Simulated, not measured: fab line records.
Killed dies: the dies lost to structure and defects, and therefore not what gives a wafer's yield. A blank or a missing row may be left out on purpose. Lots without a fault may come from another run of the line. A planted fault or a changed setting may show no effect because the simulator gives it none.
Problem report in the 8D (eight disciplines) form, filled by code -- flow nandHarc -- the parts of the form that need people (team, actions taken, sign-off) are left out

1. WHAT IS WRONG
At NHARC_A_DECK1_JOINT_THK_MEAS_17, thkNm averages 27.5 nm over 4 wafers from 2 lots, while fault-free wafers read 44.7 nm, standard deviation 1.2. Relative to the usual mean, that is a shift of -14 standard deviations.
The step: measures by ellipsometry.
The first sign was on wafer L908.1 at day 18 10:37, on filmMetro-02. The record has a number at this step for 18 wafers belonging to 6 lots. Rule for "out" (also "out of limits"): further than 4 standard deviations from the usual mean. The rest of the wafers with a number are treated as sound.

2. WHAT THIS IS AND IS NOT
question,is,is not
which readings at this step,thkNm,-
which lots,"L908, L909","L894, L903, L916, L917"
which wafers of those lots,"L908.1, L908.5, L909.1, L909.5","L908.2, L909.4"
read on which gauges,"filmMetro-01, filmMetro-02",-
when,from day 18 10:37,"up to then (7 sound wafers); but 7 sound wafers of L909, L916, L917 came after"

3. WHAT RULES OUT EACH SUSPECT
Counting: if a tool at a process step up to the reading ran every lot that is out, it stays a suspect. Sound lots after the first of them don't rule it out here, since some wafers of a struck lot are sound.
- ruled out: the gauge at NHARC_A_DECK1_JOINT_THK_MEAS_17. Those wafers that are out were read across 2 gauges (filmMetro-01, filmMetro-02).
- pecvd-04 at NHARC_A_DECK1_JOINT_DEP_16 (deposits SiO2, target thk 45 nm): kept. It ran every lot that is out, first L908 (day 18 10:20); its last sound lot up to then is L903 (day 16 14:29).
- Within pecvd-04 at NHARC_A_DECK1_JOINT_DEP_16: the wafers that are out ran in chambers 0, 2; their sound lot-mates ran in chamber 1.
After counting, what remains is pecvd-04 at NHARC_A_DECK1_JOINT_DEP_16.

4. THE CAUSE (what the simulator had put in)
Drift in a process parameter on pecvd-04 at NHARC_A_DECK1_JOINT_DEP_16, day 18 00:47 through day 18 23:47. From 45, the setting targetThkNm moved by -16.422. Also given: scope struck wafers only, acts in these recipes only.
Only this tool survived the counting.

5. THE EFFECT CHAIN, in route order
One row per reading whose mean, taken over the struck wafers that have a number, lies over 3 standard deviations from the usual. Only readings for which the record gives a usual standard deviation are gone through. hours: the time from each lot's start at the first step in this table that gives one to its start at this step, as a median over the lots. sigmas: the change in usual standard deviations.
hours,step,reading,usual,on struck wafers,change,sigmas
0,NHARC_A_DECK1_JOINT_THK_MEAS_17,thkNm,44.7 nm,27.5,-17.2,-14
Later steps that measure or inspect, where all struck wafers having a row at the step show a number for every such reading and not one has moved that far: NHARC_A_DECK1_JOINT_INSPECT_05, NHARC_END_SORT_01.

6. WHAT WOULD HAVE CAUGHT IT SOONER
10 hours passed between the start of the fault at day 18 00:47 and the first reading out of limits at a measuring or inspecting step in this record, taken at day 18 10:37.
An alarm limit of 4 standard deviations would not have fired on the tool readings at NHARC_A_DECK1_JOINT_DEP_16 for which the record gives a usual standard deviation, since none of them was out on any struck wafer.
By day 18 10:37, every lot that is out (2) had started NHARC_A_DECK1_JOINT_DEP_16 on pecvd-04. A hold on the tool at that time would have spared none of them.
